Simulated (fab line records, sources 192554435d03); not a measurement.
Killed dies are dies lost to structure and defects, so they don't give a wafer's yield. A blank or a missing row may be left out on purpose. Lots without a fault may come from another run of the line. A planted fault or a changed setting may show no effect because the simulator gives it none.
Chamber matching | flow n5_finfet | N5_BEOL_M1_PRE_CLEAN_60 on cvd_co-02: 3 sister chambers
The step time 15 s. 27 wafers are shown with their chamber, then 12 later ones without.

WAFERS WITH THEIR CHAMBER
wafer  | chamber | heater_power_w (W)
L076.2 | 2       | 103
L076.5 | 2       | 100
L076.6 | 1       | 80
L080.1 | 2       | 101
L080.4 | 1       | 80
L080.5 | 0       | 71
L081.3 | 2       | 97
L081.4 | 0       | 70
L081.6 | 2       | 98
L083.1 | 1       | 79
L083.3 | 0       | 74
L083.5 | 2       | 101
L084.3 | 1       | 79
L084.4 | 1       | 82
L084.6 | 0       | 70
L087.3 | 0       | 72
L087.4 | 2       | 101
L087.5 | 0       | 71
L088.1 | 1       | 78
L088.3 | 2       | 100
L088.4 | 0       | 70
L091.3 | 0       | 71
L091.5 | 1       | 80
L091.6 | 0       | 70
L093.2 | 1       | 81
L093.4 | 2       | 103
L093.6 | 1       | 78

SIGNATURES (means of the wafers above)
reading        | chamber 0 | chamber 1 | chamber 2 | scatter within a chamber
heater_power_w | 71.00     | 79.67     | 100.44    | 1.58
Rule: a wafer's distance from a chamber is the root of the sum, over the readings, of the square of ((its reading less the chamber's mean) divided by the reading's scatter). The wafer belongs to the nearest chamber; if the next one is less than 2 further off, it can't be placed. The scatter: the root of (the sum of the squares of (reading less its chamber's mean) over the shown wafers, divided by (wafers less chambers)).

WAFERS WITHOUT THEIR CHAMBER
wafer  | heater_power_w (W)
L092.1 | 70
L092.2 | 81
L092.3 | 101
L095.1 | 81
L095.3 | 72
L095.6 | 69
L097.1 | 76
L097.3 | 103
L097.6 | 104
L096.1 | 79
L096.4 | 101
L096.5 | 71

WHICH CHAMBER EACH WENT THROUGH
wafer  | from the rows above     | in truth
L092.1 | 0                       | 0
L092.2 | 1                       | 1
L092.3 | 2                       | 2
L095.1 | 1                       | 1
L095.3 | 0                       | 0
L095.6 | 0                       | 0
L097.1 | can't be placed: 1 or 0 | 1
L097.3 | 2                       | 2
L097.6 | 2                       | 2
L096.1 | 1                       | 1
L096.4 | 2                       | 2
L096.5 | 0                       | 0
Placed correctly: 11 of 12. Can't be placed from these rows: 1 (the true chamber is among the candidates in 1). Placed wrongly: 0.
